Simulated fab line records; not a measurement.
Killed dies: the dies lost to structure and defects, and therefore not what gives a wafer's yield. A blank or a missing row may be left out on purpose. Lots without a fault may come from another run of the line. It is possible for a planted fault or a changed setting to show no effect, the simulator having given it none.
Which tool did it? || flow nand-harc || Sampling: 6 lots, 18 wafers, 5 of 1159 route steps

WHAT THE GAUGES READ, wafer by wafer
NHARC_END_SORT_01.
{"lot": "L790", "measured": "day 20 22:08", "on": "prober-02", "killed-at-array": "50 36 28"}

EACH LOT AND THE TOOL THAT RAN IT (in order: tool; ch and the chambers of the sampled wafers; start)
{"lot": "L781", "NHARC_P_STI_HDPCVD_20": "hdpcvd-01 ch 0,1, day 3 02:09", "NHARC_A_BONDPAD_PVD_27": "pvd-sputter-01, day 17 22:54 or earlier", "NHARC_A_BONDPAD_ANNEAL_28": "rtp-anneal-01 ch 0, day 17 22:54", "NHARC_THIN_TSV_DEGAS_49": "pvd-sputter-03, day 18 16:26"}
{"lot": "L784", "NHARC_P_STI_HDPCVD_20": "hdpcvd-01 ch 0,1, day 3 14:46", "NHARC_A_BONDPAD_PVD_27": "pvd-sputter-01, day 18 10:52 or earlier", "NHARC_A_BONDPAD_ANNEAL_28": "rtp-anneal-02 ch 0, day 18 10:52", "NHARC_THIN_TSV_DEGAS_49": "pvd-sputter-02, day 19 04:58"}
{"lot": "L786", "NHARC_P_STI_HDPCVD_20": "hdpcvd-01 ch 0,1, day 4 01:43", "NHARC_A_BONDPAD_PVD_27": "pvd-sputter-01, day 18 11:28 or earlier", "NHARC_A_BONDPAD_ANNEAL_28": "rtp-anneal-01 ch 0, day 18 11:28", "NHARC_THIN_TSV_DEGAS_49": "pvd-sputter-03, day 19 03:57"}
{"lot": "L790", "NHARC_P_STI_HDPCVD_20": "hdpcvd-01 ch 0,1, day 5 02:52", "NHARC_A_BONDPAD_PVD_27": "pvd-sputter-03, day 19 18:56 or earlier", "NHARC_A_BONDPAD_ANNEAL_28": "rtp-anneal-02 ch 0, day 19 18:56", "NHARC_THIN_TSV_DEGAS_49": "pvd-sputter-01, day 20 08:52"}
{"lot": "L802", "NHARC_P_STI_HDPCVD_20": "hdpcvd-01 ch 0,1, day 8 05:25", "NHARC_A_BONDPAD_PVD_27": "pvd-sputter-03, day 23 09:02 or earlier", "NHARC_A_BONDPAD_ANNEAL_28": "rtp-anneal-02 ch 0, day 23 09:02", "NHARC_THIN_TSV_DEGAS_49": "pvd-sputter-02, day 24 03:45"}
{"lot": "L804", "NHARC_P_STI_HDPCVD_20": "hdpcvd-01 ch 0,1, day 8 17:19", "NHARC_A_BONDPAD_PVD_27": "pvd-sputter-02, day 23 20:39 or earlier", "NHARC_A_BONDPAD_ANNEAL_28": "rtp-anneal-02 ch 0, day 23 20:39", "NHARC_THIN_TSV_DEGAS_49": "pvd-sputter-02, day 24 13:16"}
- NHARC_P_STI_HDPCVD_20: deposits SiO2.
- NHARC_A_BONDPAD_PVD_27: deposits Cu, target thk 30 nm, time 20.49 s.
- NHARC_A_BONDPAD_ANNEAL_28: time 90 s.
- NHARC_THIN_TSV_DEGAS_49: time 120 s.

THE ANSWER, worked out from the rows above alone
Rule: what is usual is taken from the lots themselves. Put in order of their means at a reading, lots are off if they are a third of the lots or fewer, leave a main group of 4 or more, and stand apart from it by a gap of 3 or more times the standard deviation of the main group's means; of several such gaps the widest counts. A main group whose means are all the same, to the digits that the tables above print for the reading, isn't used. A lot without any number at a reading at which 4 lots or more have one is off too. Any other lot the step has rows for is counted as sound.
Across all readings shown, no lot is off: no conclusion can be drawn from this.

WHAT WAS PUT IN BY THE SIMULATOR
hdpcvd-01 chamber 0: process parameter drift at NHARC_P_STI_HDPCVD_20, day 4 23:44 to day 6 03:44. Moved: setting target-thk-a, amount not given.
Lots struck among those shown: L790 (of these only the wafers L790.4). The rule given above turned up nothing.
